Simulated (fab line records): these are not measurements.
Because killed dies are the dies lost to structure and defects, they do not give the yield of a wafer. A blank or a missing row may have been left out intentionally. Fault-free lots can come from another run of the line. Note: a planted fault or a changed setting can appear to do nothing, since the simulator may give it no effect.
The tool behind it: which one?    flow n5-finfet    at 1 step of a route of 1938, 10 lots with 29 wafers sampled

## WHAT THE GAUGES READ, wafer by wafer
N5_BEOL_M7_INSPECT_30: inspects for defects (brightfield).
lot   measured      on                 raw-defect-count
L254  day 10 09:38  defect-inspect-02  339 395 419
L256  day 10 11:23  defect-inspect-01  316 377 543
L255  day 10 11:31  defect-inspect-01  588 285 442
L257  day 10 20:35  defect-inspect-02  517 431 462
L259  day 11 00:28  defect-inspect-02  450 490 520
L264  day 12 14:14  defect-inspect-02  566 697
L267  day 13 15:20  defect-inspect-02  526 494 536
L272  day 14 10:13  defect-inspect-02  310 390 350
L274  day 14 17:14  defect-inspect-02  299 387 641
L275  day 15 11:16  defect-inspect-01  353 714 633

## EACH LOT AND THE TOOL THAT RAN IT (in order: tool; ch and the chambers of the sampled wafers; start)
Record: no process step prior to these readings.

## THE ANSWER, worked out from the rows above alone
Rule: the lots themselves supply what counts as usual. The widest of any qualifying gaps counts: lots, ordered by their means at a reading, are off when they make up no more than a third of the lots, leave a main group of 4 or more, and stand apart from it by 3 or more times the standard deviation of that group's means. If all means in a main group match to the digits the tables above print for the reading, that group is not used. Also off: a lot with no number at a reading for which 4 or more lots have one. All remaining lots with rows at the step are treated as sound.
No lot is off on any of the readings shown, so nothing can be concluded from this.

## WHAT WAS PUT IN BY THE SIMULATOR
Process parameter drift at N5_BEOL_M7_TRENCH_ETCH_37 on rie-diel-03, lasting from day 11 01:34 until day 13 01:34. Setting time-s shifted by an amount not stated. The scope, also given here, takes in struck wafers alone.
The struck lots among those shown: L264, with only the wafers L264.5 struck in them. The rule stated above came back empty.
